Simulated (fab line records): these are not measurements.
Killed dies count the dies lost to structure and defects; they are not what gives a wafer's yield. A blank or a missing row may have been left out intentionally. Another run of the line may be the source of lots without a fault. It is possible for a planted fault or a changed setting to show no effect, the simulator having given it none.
Chamber matching / flow nand harc / NHARC_A_M1_ETCH_35 on rie diel-02: 4 sister chambers
The step etches the open film in N2/H2, target depth 40 nm, overetch 12 nm, time 43.94 s. 8 wafers are shown with their chamber, then 7 later ones without.

== WAFERS WITH THEIR CHAMBER ==
wafer=L078.5; chamber=3; drypump motor current A (A)=4.8; showerhead plenum p Torr (Torr)=2.01
wafer=L082.3; chamber=3; drypump motor current A (A)=4.8; showerhead plenum p Torr (Torr)=2.00
wafer=L082.6; chamber=2; drypump motor current A (A)=5.6; showerhead plenum p Torr (Torr)=1.96
wafer=L081.2; chamber=2; drypump motor current A (A)=5.6; showerhead plenum p Torr (Torr)=1.96
wafer=L081.3; chamber=0; drypump motor current A (A)=5.7; showerhead plenum p Torr (Torr)=2.15
wafer=L081.5; chamber=1; drypump motor current A (A)=6.1; showerhead plenum p Torr (Torr)=2.00
wafer=L088.1; chamber=0; drypump motor current A (A)=5.8; showerhead plenum p Torr (Torr)=2.14
wafer=L088.4; chamber=1; drypump motor current A (A)=6.1; showerhead plenum p Torr (Torr)=2.00

== WAFERS WHOSE CHAMBER IS MISSING ==
wafer=L088.5; drypump motor current A (A)=5.7; showerhead plenum p Torr (Torr)=2.14
wafer=L095.2; drypump motor current A (A)=4.8; showerhead plenum p Torr (Torr)=2.00
wafer=L095.3; drypump motor current A (A)=6.1; showerhead plenum p Torr (Torr)=2.00
wafer=L095.6; drypump motor current A (A)=5.6; showerhead plenum p Torr (Torr)=1.95
wafer=L096.3; drypump motor current A (A)=5.6; showerhead plenum p Torr (Torr)=1.95
wafer=L096.4; drypump motor current A (A)=4.8; showerhead plenum p Torr (Torr)=2.00
wafer=L096.6; drypump motor current A (A)=6.1; showerhead plenum p Torr (Torr)=2.00

== CHAMBER TAKEN BY EACH ==
wafer=L088.5; from the rows above=0; in truth=0
wafer=L095.2; from the rows above=3; in truth=3
wafer=L095.3; from the rows above=1; in truth=1
wafer=L095.6; from the rows above=2; in truth=2
wafer=L096.3; from the rows above=2; in truth=2
wafer=L096.4; from the rows above=3; in truth=3
wafer=L096.6; from the rows above=1; in truth=1
7 of 7 placed correctly. From these rows, 0 cannot be placed. Placed wrongly: 0.
How it was worked out, from the rows above alone: a wafer's distance from a chamber is the root of the sum, over the readings, of the square of ((its reading less the chamber's mean) divided by the reading's scatter). If the next closest chamber is less than 2 further off than the closest, the wafer can't be placed; otherwise it belongs to the closest. Each chamber's mean is taken over the wafers shown for it. The scatter: take each reading less its chamber's mean, square it, sum over the shown wafers, divide by the number of wafers less the number of chambers, and take the root.
